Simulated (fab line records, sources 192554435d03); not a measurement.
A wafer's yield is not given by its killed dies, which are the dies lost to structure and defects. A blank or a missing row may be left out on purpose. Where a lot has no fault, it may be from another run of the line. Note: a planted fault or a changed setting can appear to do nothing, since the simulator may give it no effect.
fab line records | flow n5-finfet
[record] lots = 4 wafers = 12 last-day = 20
route steps=1938 shown HKMG_FIN@433 GATE_CUT@465 BEOL_M4@1111 PASSIVATION@1936
lots untouched by any fault: they come from a run of this same line in which no faults occurred
start-h: hours from the record's opening day to when the first of the lot's shown wafers began | wait-h: hours elapsed since this lot's preceding step | " same as the row above | L1.1+2: one row covering several wafers at once | - value missing, or start not given | * or withheld: withheld | < > ~ a bound
route shown NAME@n: a module of which the file shows steps, and the number in the route of the first | usual: the fault-free wafers' mean and standard deviation | same: alike in all rows | chamber/n: place in a boat | sites: readings site by site | _std_site: the values' standard deviation | _edge_site: the outer-site mean with the inner-site mean subtracted | radius-mm: how far each site lies from the wafer's centre | mask NAME#n: copy n | behind: the tool/chamber that last shaped the wafer | hold: why the lot was held/for how many hours/how that ended | device: the n, p or np transistor that did not switch | end of line: tests run on the same wafers once the route is complete | a step without rows: its recipe alone | killed: not the wafer's yield, but the dies lost to structure and defects at the first sort | map: per-die view of a wafer (x killed, . not killed, _ where there is no die)
set.NAME: setting as actually run; set.NAME@STEP: the setting as run at that earlier step | model.NAME: the simulator's own value behind a step, which no gauge read
lots at selected steps of the route; one table per step, one row per wafer
services: the hour from which a tool's chamber was out of use, counted from the record's first day as start-h (under 0 if before that day), plus the number of hours and why
[[steps]]
[step N5_HKMG_FIN_DESCUM_17]
[recipe] chemistry = O2 time-s = 7.9 source-power-w = 50 bias-power-w = 20 pressure-mtorr = 20 rf-frequency-hz = 2.712e+07 temp-c = 40 resist = CAR-ArF o2-flow-sccm = 225
[step N5_HKMG_FIN_ETCH_31]
[recipe] chemistry = CF4 target = SiARC target-depth-a = 455 mask-material = CAR-ArF time-s = 75.8 ion-energy-ev = 80 pressure-mtorr = 40 source-w = 545 bias-w = 36 Ar_flow_sccm = 100 cf4-flow-sccm = 100 ends = cleared
[step N5_HKMG_FIN_ETCH_32]
[recipe] chemistry = N2/H2 target = SOC target-depth-a = 2400 temp-c = 40 time-s = 300 ion-energy-ev = 200 mask-material = SiARC pressure-mtorr = 30 source-w = 840 bias-w = 150 n2-flow-sccm = 200 h2-flow-sccm = 200
[step N5_HKMG_FIN_STRIP_33]
[recipe] chemistry = N2/H2 temp-c = 40 n2-flow-sccm = 200 h2-flow-sccm = 200 rf-frequency-hz = 6e+07
[step N5_HKMG_FIN_STRIP_34]
[recipe] chemistry = CF4 resist = SiARC power-w = 300 bias-power-w = 75 pressure-mtorr = 50 cf4-flow-sccm = 150 rf-frequency-hz = 6e+07
[step N5_HKMG_FIN_ETCH_35]
[recipe] chemistry = N2/H2 target = SOC target-depth-a = 2158 ion-energy-ev = 65 bias-w = 5 source-w = 3000 time-s = 243.4 pressure-mtorr = 30 n2-flow-sccm = 200 h2-flow-sccm = 200
[step N5_HKMG_FIN_STRIP_92]
[recipe] chemistry = N2/H2 material = SOC time-s = 20 power-w = 500 temp-c = 40 pressure-mtorr = 50 rf-frequency-hz = 6e+07 bias-power-w = 8 h2-frac = 0.5 n2-flow-sccm = 300 h2-flow-sccm = 300
[step N5_HKMG_FIN_WET_ETCH_18]
[recipe] chemistry = SC1 target = TiN mix = 1:1:5 temp-c = * time-s = 55 target-depth-nm = 5.2 dry = ipa-marangoni rinse-time-s = 30 rinse-temp-c = 23
[step N5_HKMG_FIN_STRIP_19]
[recipe] chemistry = N2/H2 power-w = 2500 temp-c = 300 h2-frac = 0.65 time-s = 360 pressure-mtorr = withheld n2-flow-sccm = 1750 h2-flow-sccm = 3250
[step N5_HKMG_FIN_ALD_91]
[recipe] material = TiN target-thk-a = 10 temp-c = 400 ald-precursor-family = TiCl4 ald-co-reactant = NH3 pulse-time-s = 1 purge-time-s = 3 co-reactant-purge-time-s = 2 co-reactant-pulse-time-s = 2 ald-cycles = 47 pressure-torr = 3
[usual] ald-cycles = 47/0 heater-power-outer-w = 531/56 heater-power-w = 879/88 precursor-pulse-height-rel = 1.001/0.019
// columns lot.wafer tool chamber start-h wait-h ald-cycles heater-power-outer-w heater-power-w precursor-pulse-height-rel since-wet-clean-h
L506.1 ald-metal-02 2 113.65 0.3 47 533 832 1.012 4392
L506.3 " 3 " " 47 571 892 1.005 4392
L506.5 " 0 " " 47 632 1058 0.989 -
L510.1 ald-metal-02 2 138.58 0.3 58 535 859 0.983 4417
L510.3 " 0 " " 58 626 1037 1.019 4417
L510.6 " 0 " " 58 653 1050 0.972 -
L513.1 ald-metal-02 2 157.13 0.3 58 540 845 0.983 4435
L513.2 " 0 " " 47 650 1033 1.024 4435
L513.6 " 3 " " 58 571 900 1.035 -
L523.1 ald-metal-04 3 212.49 0.3 47 546 907 0.978 2952
L523.2 " 2 " " 47 468 789 1.006 2952
L523.4 " 0 " " 47 590 1017 0.983 2952
[step N5_HKMG_FIN_COAT_85]
[recipe] resist = SOC temp-c = 250 time-s = 60 spin-rpm = 1500 resist-thk-nm = 300
[step N5_HKMG_FIN_ETCH_86]
[recipe] chemistry = N2/H2 target = SOC target-depth-a = 3932 stop-on = TiN ion-energy-ev = 100 bias-w = 61 pressure-mtorr = 30 source-w = 850 n2-flow-sccm = 200 h2-flow-sccm = 200
[step N5_HKMG_FIN_STRIP_89]
[recipe] chemistry = N2/H2 material = SOC time-s = 20 power-w = 500 temp-c = 40 pressure-mtorr = 50 rf-frequency-hz = 6e+07 bias-power-w = 8 h2-frac = 0.5 n2-flow-sccm = 300 h2-flow-sccm = 300
[step N5_HKMG_FIN_WET_ETCH_87]
[recipe] chemistry = SC1 target = TiN mix = 1:2:40 temp-c = 50 time-s = 154.2 target-depth-nm = 4.7 dry = ipa-marangoni rinse-time-s = 30 rinse-temp-c = 23
[step N5_HKMG_FIN_STRIP_88]
[recipe] chemistry = N2/H2 power-w = 2500 temp-c = 300 h2-frac = 0.65 time-s = 360 pressure-mtorr = withheld n2-flow-sccm = 1750 h2-flow-sccm = 3250
[step N5_HKMG_FIN_NWFM_ALD_20]
[recipe] material = TiAlC target-thk-a = 20 temp-c = 300 ald-precursor-family = TiCl4 ald-co-reactant = TEA pulse-time-s = 3 purge-time-s = 2 co-reactant-purge-time-s = 2 co-reactant-pulse-time-s = 10 ald-cycles = 7 pressure-torr = 3
[step N5_HKMG_FIN_ALD_71]
[recipe] material = TiN target-thk-a = 10 temp-c = 400 ald-precursor-family = TiCl4 ald-co-reactant = NH3 pulse-time-s = 1 purge-time-s = 3 co-reactant-purge-time-s = 2 co-reactant-pulse-time-s = 2 ald-cycles = 47 pressure-torr = 3
[step N5_HKMG_FIN_COAT_66]
[recipe] resist = SOC temp-c = 250 time-s = 60 spin-rpm = 1500 resist-thk-nm = 300
[step N5_HKMG_FIN_ETCH_67]
[recipe] chemistry = N2/H2 target = SOC target-depth-a = 3889 stop-on = TiN ion-energy-ev = 100 bias-w = 61 pressure-mtorr = 30 source-w = 850 n2-flow-sccm = 200 h2-flow-sccm = 200
[step N5_HKMG_FIN_STRIP_90]
[recipe] chemistry = N2/H2 material = SOC time-s = 20 power-w = 500 temp-c = 40 pressure-mtorr = 50 rf-frequency-hz = 6e+07 bias-power-w = 8 h2-frac = 0.5 n2-flow-sccm = 300 h2-flow-sccm = 300
[step N5_HKMG_FIN_WET_ETCH_73]
[recipe] chemistry = SC1 mix = 1:2:40 temp-c = 50 time-s = 42.3 target-depth-nm = 1.3 dry = ipa-marangoni rinse-time-s = 30 rinse-temp-c = 23
[step N5_HKMG_FIN_ETCHBACK_68]
[recipe] chemistry = Cl2/Ar stop-on = HfO2 target-depth-a = 5 pressure-mtorr = 10 icp-w = 600 bias-w = 60 Cl2_flow_sccm = 40 Ar_flow_sccm = 60
[step N5_HKMG_FIN_STRIP_69]
[recipe] chemistry = N2/H2 power-w = 2500 temp-c = 300 h2-frac = 0.65 time-s = 360 pressure-mtorr = withheld n2-flow-sccm = 1750 h2-flow-sccm = 3250
[step N5_HKMG_FIN_ALD_21]
[recipe] material = TiN target-thk-a = 15 temp-c = 400 ald-precursor-family = TiCl4 ald-co-reactant = NH3 pulse-time-s = 1 purge-time-s = 3 co-reactant-purge-time-s = 2 co-reactant-pulse-time-s = 2 ald-cycles = 68 pressure-torr = 3
[step N5_HKMG_FIN_ALD_72]
[recipe] material = W target-thk-a = 20 temp-c = 300 pressure-torr = 7.5 ald-precursor-family = WF6 ald-co-reactant = B2H6 pulse-time-s = 1 purge-time-s = 2 co-reactant-purge-time-s = 2 co-reactant-pulse-time-s = 3 ald-cycles = 7
[step N5_HKMG_FIN_W_FILL_22]
[recipe] material = W target-thk-a = 600 temp-c = 400 pressure-torr = 39.4 time-s = 18.2
[step N5_HKMG_FIN_PRECLEAN_83]
[recipe] chemistry = DIW time-s = 57.5 temp-c = 23
[step N5_HKMG_FIN_SRD_84]
[recipe] dry-time-s = 32 dry = n2-spin spin-rpm = 1500
[step N5_HKMG_FIN_CMP_23]
[recipe] stop-on = SiNx t-overpolish-s = 10 post-cmp-clean = rinse-only down-force-psi = 4 platen-rpm = 50.289 pad-velocity-m-s = 1.0006 target-thk-nm = 46.326
[step N5_HKMG_FIN_CMP_94]
[recipe] stop-on = SiNx post-cmp-clean = w-dilute-nh4oh t-overpolish-s = 4.7 down-force-psi = 4 platen-rpm = 50.289 pad-velocity-m-s = 1.0006 target-thk-nm = 43.299
[step N5_GATE_CUT_ETCHBACK_00]
[recipe] chemistry = SF6/Cl2 target = W pressure-mtorr = 8 icp-w = 900 bias-w = 80 SF6_flow_sccm = 40 Cl2_flow_sccm = 60
[step N5_GATE_CUT_ETCH_56]
[recipe] chemistry = Cl2/Ar target = TiN target-depth-a = 216 pressure-mtorr = 10 icp-w = 600 bias-w = 60 Cl2_flow_sccm = 40 Ar_flow_sccm = 60
[step N5_GATE_CUT_ETCHBACK_30]
[recipe] chemistry = Cl2/Ar target = TiN target-depth-a = 30 mode = isotropic pressure-mtorr = 10 icp-w = 600 bias-w = 60 Cl2_flow_sccm = 40 Ar_flow_sccm = 60
[step N5_GATE_CUT_VAPOR_ETCH_60]
[recipe] chemistry = BCl3/Cl2 target = HfO2 mode = isotropic
[step N5_GATE_CUT_ETCH_58]
[recipe] chemistry = CH3F/O2 target = SiNx target-depth-a = 170 time-s = 128.6 ion-energy-ev = 50 pressure-mtorr = 30 source-w = 415 bias-w = 21 Ar_flow_sccm = 150 CH3F_flow_sccm = 30 O2_flow_sccm = 20
[step N5_GATE_CUT_STRIP_59]
[recipe] chemistry = N2/H2 time-s = 20 power-w = 100 temp-c = 40 pressure-mtorr = 100 rf-frequency-hz = 6e+07 bias-power-w = 3 n2-flow-sccm = 300 h2-flow-sccm = 300
[step N5_GATE_CUT_PRECLEAN_31]
[recipe] temp-c = 23 chemistry = DIW time-s = 300
[step N5_BEOL_M4_RC_MEAS_101]
[usual] DIBL_N = 36.3/1.6 DIBL_P = 36.4/2.1 IOFF_N = 0.16/0.032 IOFF_N_85C = 3.1/0.53 IOFF_N_LIN = 0.074/0.012 IOFF_N_LONG = 5.54e-05/2.5e-06 IOFF_P = 0.22/0.044 IOFF_P_LIN = 0.102/0.016 IOFF_P_LONG = 0.000107/1e-05 ION_N = 675/12 ION_P = 463/8.3 SS_N = 71.6/0.64 SS_P = 73.3/0.67 VT_N = 250/3.3 VT_N_LONG = 274.8/1.9 VT_N_LVT = 99/3.1 VT_P = -250/3.7 VT_P_LONG = -275/3.4 VT_P_LVT = -99/3.1
// columns lot.wafer tool chamber start-h wait-h DIBL_N[mV/V] DIBL_P[mV/V] IOFF_N[nA/um] IOFF_N_85C[nA/um] IOFF_N_LIN[nA/um] IOFF_N_LONG[nA/um] IOFF_P[nA/um] IOFF_P_LIN[nA/um] IOFF_P_LONG[nA/um] ION_N[uA/um] ION_P[uA/um] SS_N[mV/dec] SS_P[mV/dec] VT_N[mV] VT_N_LONG[mV] VT_N_LVT[mV] VT_P[mV] VT_P_LONG[mV] VT_P_LVT[mV]
L506.1 prober-01 0 231.76 0.0 35.4 35.1 0.14 2.8 0.067 5.46e-05 0.19 0.090 9.9e-05 654 452 71.6 73.9 256 278.5 103 -252 -275 -101
L506.3 " 0 " " 37.2 37.9 0.19 3.6 0.085 5.5e-05 0.24 0.106 0.0001 689 466 71.4 74.0 249 273.0 97 -247 -276 -98
L506.5 " 0 " " 36.3 36.1 0.16 3.2 0.076 5.57e-05 0.22 0.100 9.7e-05 676 463 71.9 73.2 251 273.0 100 -250 -278 -99
L510.1 prober-01 0 284.29 0.0 35.6 35.2 0.06 1.3 0.027 3.27e-05 0.27 0.134 0.000144 618 482 71.4 73.0 276 299.2 126 -240 -266 -90
L510.3 " 0 " " 37.5 37.7 0.07 1.5 0.031 3.28e-05 0.33 0.150 0.000141 609 472 71.5 73.5 277 298.0 125 -237 -263 -90
L510.6 " 0 " " 36.3 35.9 0.06 1.4 0.028 3.34e-05 0.30 0.141 0.000143 615 483 71.2 73.3 276 298.4 127 -241 -263 -90
L513.1 prober-01 0 291.12 0.0 37.7 38.8 0.08 1.7 0.035 3.17e-05 0.33 0.153 0.000132 622 475 72.8 74.3 271 299.0 121 -239 -271 -88
L513.2 " 0 " " 39.5 42.2 0.26 4.5 0.107 5.63e-05 0.33 0.138 0.000115 704 480 73.4 74.9 245 273.8 91 -244 -275 -93
L513.6 " 0 " " 36.5 38.8 0.07 1.6 0.033 3.1e-05 0.34 0.156 0.000138 633 489 72.3 73.4 274 296.9 122 -240 -266 -87
L523.1 prober-01 0 381.10 0.0 36.1 35.0 0.16 3.0 0.073 5.65e-05 0.21 0.099 0.000111 677 464 72.1 72.6 251 272.1 100 -249 -276 -99
L523.2 " 0 " " 37.0 36.6 0.17 3.3 0.080 5.65e-05 0.23 0.106 0.000109 676 468 72.2 73.1 249 273.8 99 -247 -272 -99
L523.4 " 0 " " 36.2 36.2 0.16 3.1 0.078 5.74e-05 0.23 0.105 0.000103 686 473 71.7 72.7 248 274.0 98 -250 -275 -99
[step N5_PASSIVATION_PROBE_49]
[usual] defect-limited-yield = 91.4/1.2 killed_at_M0_to_M3 = 35/11 killed_at_M4_up = 14/6 killed-at-contacts = 12/6.7 killed-at-front-end = 37/9.7 killed-at-other = 3.5/2.5 killed-dies = 102/15 killed-open = 67/12 killed-short = 33/7.3 sort_bin_5_function = 5.1/0.81 sort_bin_6_memory = 3.2/0.65 sort_bin_8_speed = 0.00/0.021 sort-n-pass = 1078/15 sort-yield-pct = 91.4/1.2
[same] gross-dies = 1180 killed-at-back-side = 0 sort_bin_4_leakage[%] = 0
// columns lot.wafer tool chamber start-h wait-h defect-limited-yield[%] killed_at_M0_to_M3 killed_at_M4_up killed-at-contacts killed-at-front-end killed-at-other killed-dies killed-open killed-short sort_bin_5_function[%] sort_bin_6_memory[%] sort_bin_8_speed[%] sort-n-pass sort-yield-pct[%]
L506.1 prober-01 - 354.94 0.0 90.0 28 14 24 51 1 118 78 40 5.4 4.1 0 1062 90.0
L506.3 prober-01 - 355.04 0.1 89.6 63 12 7 36 5 123 72 50 6.6 3.5 0 1057 89.6
L506.5 prober-01 - 355.14 0.2 89.5 51 23 14 34 2 124 83 37 6.5 3.6 0 1056 89.5
L513.1 prober-02 - 389.64 0.0 92.1 31 19 5 36 2 93 64 28 5.3 2.4 39.83 617 52.3
L513.2 prober-02 - 389.69 0.1 90.6 34 29 5 38 5 111 84 27 6.0 3.1 0 1069 90.6
L513.6 prober-02 - 389.89 0.3 91.9 31 13 18 29 5 96 58 38 4.7 3.3 9.75 969 82.1
L510.1 prober-02 - 390.19 0.0 89.9 42 12 10 48 7 119 64 47 5.8 3.2 70.59 228 19.3
L510.3 prober-02 - 390.29 0.1 91.8 40 3 13 40 1 97 64 33 4.3 3.4 87.97 45 3.8
L510.6 prober-02 - 390.44 0.3 91.4 29 18 9 43 3 102 67 35 4.9 3.4 61.02 358 30.3
L523.1 prober-02 - 475.95 0.0 91.8 25 13 16 39 4 97 57 35 4.7 3.2 0 1083 91.8
L523.2 prober-02 - 476.00 0.1 90.0 37 18 25 35 3 118 71 44 5.8 4.0 0 1062 90.0
L523.4 prober-02 - 476.10 0.2 88.6 50 18 30 33 4 135 91 41 6.4 4.9 0 1045 88.6
// killed by level:class
L506.1 MOL_CONTACT_COAG:geometric-particle:open=17 FIN_SAQP:geometric-particle:short=13 FIN_SAQP:geometric-particle:open=11 STI_FIN_REVEAL:geometric-particle:open=10 BEOL_M4:geometric-particle:open=8 DUMMY_GATE:geometric-particle:open=7 MOL_CONTACT_COAG:geometric-particle:short=7 BEOL_M0_SAQP:geometric-particle:open=7
L506.3 BEOL_M0_SAQP:geometric-particle:short=22 BEOL_M0_SAQP:geometric-particle:open=17 BEOL_M2:geometric-particle:open=12 FIN_SAQP:geometric-particle:short=9 FIN_SAQP:geometric-particle:open=7 MOL_CONTACT_COAG:geometric-particle:open=5 STARTING-WAFER:geometric-particle:open=5 BEOL_M3:geometric-particle:short=4
L506.5 BEOL_M0_SAQP:geometric-particle:open=16 MOL_CONTACT_COAG:geometric-particle:open=11 STI_FIN_REVEAL:geometric-particle:open=10 BEOL_M4:geometric-particle:open=9 FIN_SAQP:geometric-particle:short=8 BEOL_M0_SAQP:geometric-particle:short=7 BEOL_M3:geometric-particle:short=7 BEOL_M2:geometric-particle:open=5
L513.1 STI_FIN_REVEAL:geometric-particle:open=10 BEOL_M4:geometric-particle:open=10 BEOL_M0_SAQP:geometric-particle:short=6 FIN_SAQP:geometric-particle:open=5 BEOL_M2:geometric-particle:open=5 MOL_CONTACT_COAG:geometric-particle:open=4 BEOL_M1:geometric-particle:open=4 BEOL_M1:geometric-particle:short=4
L513.2 BEOL_M4:geometric-particle:open=14 BEOL_M3:geometric-particle:open=11 FIN_SAQP:geometric-particle:open=10 DUMMY_GATE:geometric-particle:open=10 BEOL_M4:geometric-particle:short=5 GATE_CUT:geometric-particle:short=4 GATE_CUT:geometric-particle:open=4 MOL_CONTACT_COAG:geometric-particle:open=4
L513.6 MOL_CONTACT_COAG:geometric-particle:open=13 FIN_SAQP:geometric-particle:short=5 DUMMY_GATE:geometric-particle:open=5 MOL_CONTACT_COAG:geometric-particle:short=5 BEOL_M3:geometric-particle:open=5 BEOL_M0_SAQP:geometric-particle:open=5 BEOL_M2:geometric-particle:open=5 BEOL_M4:geometric-particle:open=5
L510.1 STI_FIN_REVEAL:geometric-particle:open=13 BEOL_M0_SAQP:geometric-particle:short=10 BEOL_M4:geometric-particle:open=9 BEOL_M0_SAQP:geometric-particle:open=8 BEOL_M3:geometric-particle:open=8 HKMG_FIN:area-etch=8 BEOL_M3:geometric-particle:short=7 FIN_SAQP:geometric-particle:short=5
L510.3 MOL_CONTACT_COAG:geometric-particle:open=12 BEOL_M0_SAQP:geometric-particle:open=11 BEOL_M0_SAQP:geometric-particle:short=11 GATE_CUT:geometric-particle:short=9 STI_FIN_REVEAL:geometric-particle:open=7 STARTING-WAFER:geometric-particle:open=6 DUMMY_GATE:geometric-particle:open=5 BEOL_M2:geometric-particle:open=5
L510.6 STI_FIN_REVEAL:geometric-particle:open=11 FIN_SAQP:geometric-particle:short=10 BEOL_M3:geometric-particle:open=9 GATE_CUT:geometric-particle:short=7 MOL_CONTACT_COAG:geometric-particle:open=7 BEOL_M4:geometric-particle:open=7 BEOL_M7:geometric-particle:open=5 BEOL_M0_SAQP:geometric-particle:open=4
L523.1 MOL_CONTACT_COAG:geometric-particle:open=12 FIN_SAQP:geometric-particle:short=11 STI_FIN_REVEAL:geometric-particle:open=8 FIN_SAQP:geometric-particle:open=6 BEOL_M0:geometric-particle:short=5 BEOL_M3:geometric-particle:open=5 MOL_CONTACT_COAG:geometric-particle:short=4 BEOL_M4:geometric-particle:open=4
L523.2 MOL_CONTACT_COAG:geometric-particle:open=17 BEOL_M2:geometric-particle:open=9 MOL_CONTACT_COAG:geometric-particle:short=8 BEOL_M4:geometric-particle:open=7 FIN_SAQP:geometric-particle:open=6 STI_FIN_REVEAL:geometric-particle:open=6 BEOL_M0_SAQP:geometric-particle:short=6 BEOL_M1:geometric-particle:open=6
L523.4 MOL_CONTACT_COAG:geometric-particle:open=24 BEOL_M1:geometric-particle:open=15 BEOL_M2:geometric-particle:open=11 FIN_SAQP:geometric-particle:short=9 BEOL_M0:geometric-particle:short=8 MOL_CONTACT_COAG:geometric-particle:short=6 BEOL_M4:geometric-particle:open=6 BEOL_M0:geometric-particle:open=5
// map L510.1 (x killed, . not)
_________________..x.....xx..________________
______________...x.x.....x......_____________
___________..xx....................__________
__________x....x...................._________
________x....................x......x._______
_______......................x...x....x______
______....x.x............x....x........._____
_____...x...........x...............xx...____
____.....xx.....x..x..x.................x.___
___.......x..........x..x.........x...x....__
___.......x.............x..x...........x...__
__..............x.........x................._
__...x.....x....................x.......xx.._
_...............x..x...x.x..........x...x....
_........x............................x......
_.x............x...........x................x
_...x..........................x.............
_...............x....x.......................
_................x...x.........xx..x.........
_....x..........xxx.................x........
_....x....x.....x..xx.x.........x.......x....
__.....................x...x....xx.........x_
__.....xx.......................x..x..x....._
___x...........x...............x...........__
___..x.................................x.x.__
____..x.....x.............................___
_____...........x..x....x................____
______....x...........x................._____
_______x...............x...............______
________......................xx......_______
__________...........xx.x..........._________
___________x.............x....xx...__________
______________x...........x....._____________
_________________..x.xx......________________
// map L513.2 (x killed, . not)
_________________............________________
______________................x._____________
___________........................__________
__________...........x.....x.x......_________
________.......x......................_______
_______........x........x..x.x.........______
______...x......x.......x...........x..._____
_____.......x....xx..........x..........x____
____............x....x.........x......x..x___
___...........xx........x................x.__
___.............x...x.................x...x__
__.x.......................xx....x.....x...._
__............................x............._
_.............xx..........x......x...........
_..x.x..........x.......x....................
_...........x...........x...........x........
_.....................x.......x........x.....
_........................x......x............
_..x....................................x....
_.x.......x..........x...x........x.x........
_.......x.........x....xx......x.....x.....x.
__....x...........x...x.......x...........x._
__..........x..x......x.x....x.............._
___............................x...........__
___.......x.x....x..x...x....x..x..x.......__
____........x..........x.......x.x........___
_____...x............x...................____
______...x.....x..............x.x......._____
_______.x...x.....................x..x.______
________x...x...........x.......x...x._______
__________........x...x............x_________
___________......x.......x.........__________
______________.................._____________
_________________............________________
[[services]]
// columns tool chamber start-h hours kind
ald-metal-02 0 120.58 4.2 repair
[[key]]
[first-sign] step = N5_HKMG_FIN_ALD_91 reading = ald-cycles direction = up sigmas = 99+ usual = * struck = *
[effect] step = N5_BEOL_M4_RC_MEAS_101 reading = VT_N_LONG direction = up sigmas = 12 usual = 274.8 struck = 298.3
[effect] step = N5_BEOL_M4_RC_MEAS_101 reading = IOFF_N_LONG direction = down sigmas = 9.2 usual = 5.54e-05 struck = 3.23e-05
[effect] step = N5_BEOL_M4_RC_MEAS_101 reading = VT_N_LVT direction = up sigmas = 8.1 usual = 99 struck = 124
[effect] step = N5_BEOL_M4_RC_MEAS_101 reading = VT_N direction = up sigmas = 7.4 usual = 250 struck = 275
[effect] step = N5_BEOL_M4_RC_MEAS_101 reading = ION_N direction = down sigmas = 4.6 usual = 675 struck = 619
[effect] step = N5_BEOL_M4_RC_MEAS_101 reading = IOFF_N_LIN direction = down sigmas = 3.6 usual = 0.074 struck = 0.031
[effect] step = N5_BEOL_M4_RC_MEAS_101 reading = IOFF_P_LONG direction = up sigmas = 3.2 usual = 0.000107 struck = 0.00014
[effect] step = N5_BEOL_M4_RC_MEAS_101 reading = IOFF_N_85C direction = down sigmas = 3.1 usual = 3.1 struck = 1.5
[effect] step = N5_BEOL_M4_RC_MEAS_101 reading = VT_P_LVT direction = up sigmas = 3 usual = -99 struck = -89
[effect] step = N5_BEOL_M4_RC_MEAS_101 reading = VT_P direction = up sigmas = 2.9 usual = -250 struck = -239
[effect] step = N5_BEOL_M4_RC_MEAS_101 reading = IOFF_N direction = down sigmas = 2.9 usual = 0.16 struck = 0.07
[effect] step = N5_BEOL_M4_RC_MEAS_101 reading = IOFF_P_LIN direction = up sigmas = 2.8 usual = 0.102 struck = 0.147
[effect] step = N5_PASSIVATION_PROBE_49 reading = sort_bin_8_speed direction = up sigmas = 99+ usual = 0.00 struck = 53.83
met-at N5_HKMG_FIN_ALD_91
struck-wafers L510.1,L510.3,L510.6,L513.1,L513.6
onset-between 113.65 138.58
[fault] kind = process-parameter-drift tool = ald-metal-02 chamber = - onset-h = 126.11 steps = N5_HKMG_FIN_ALD_91 channel = ald-cycles offset = * shape = step end-h = 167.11 scope = struck-wafers-only acts-in = * stated = *
